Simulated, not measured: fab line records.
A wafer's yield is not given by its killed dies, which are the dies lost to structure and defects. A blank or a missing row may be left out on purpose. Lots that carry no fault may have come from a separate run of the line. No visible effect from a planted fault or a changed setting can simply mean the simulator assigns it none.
Chamber matching | flow n5Finfet | 4 sister chambers for N5_BEOL_M8_STRIP_67 on rieDiel-03
The step strips in CF4. 4 wafers are shown with their chamber, then 12 later ones without.

## WAFERS WITH THEIR CHAMBER
wafer  | chamber | drypumpMotorCurrentA (A)
L089.3 | 1       | 6.5
L089.6 | 3       | 4.8
L091.3 | 2       | 5.3
L091.4 | 0       | 5.5

## WAFERS MISSING THEIR CHAMBER
wafer  | drypumpMotorCurrentA (A)
L093.2 | 6.5
L093.3 | 5.5
L093.4 | 5.5
L095.1 | 5.5
L095.3 | 4.8
L095.6 | 4.8
L096.2 | 5.5
L096.4 | 6.4
L096.6 | 5.3
L097.1 | 4.8
L097.2 | 6.4
L097.5 | 4.8

## THE CHAMBER EACH PASSED THROUGH
wafer  | from the rows above | in truth
L093.2 | 1                   | 1
L093.3 | 0                   | 0
L093.4 | 0                   | 0
L095.1 | 0                   | 0
L095.3 | 3                   | 3
L095.6 | 3                   | 3
L096.2 | 0                   | 0
L096.4 | 1                   | 1
L096.6 | 2                   | 2
L097.1 | 3                   | 3
L097.2 | 1                   | 1
L097.5 | 3                   | 3
12 of 12 placed correctly. Not placeable from these rows: 0. Wrongly placed: 0.
How it was worked out, from the rows above alone: a wafer's distance from a chamber is the root of the sum, over the readings, of the square of ((its reading less the chamber's mean) divided by the reading's scatter). If the next closest chamber is less than 2 further off than the closest, the wafer can't be placed; otherwise it belongs to the closest. Each chamber's mean is taken over the wafers shown for it. The scatter: with one shown wafer a chamber, the root of the mean of the squares of how far each hidden wafer lies from its nearest shown one.
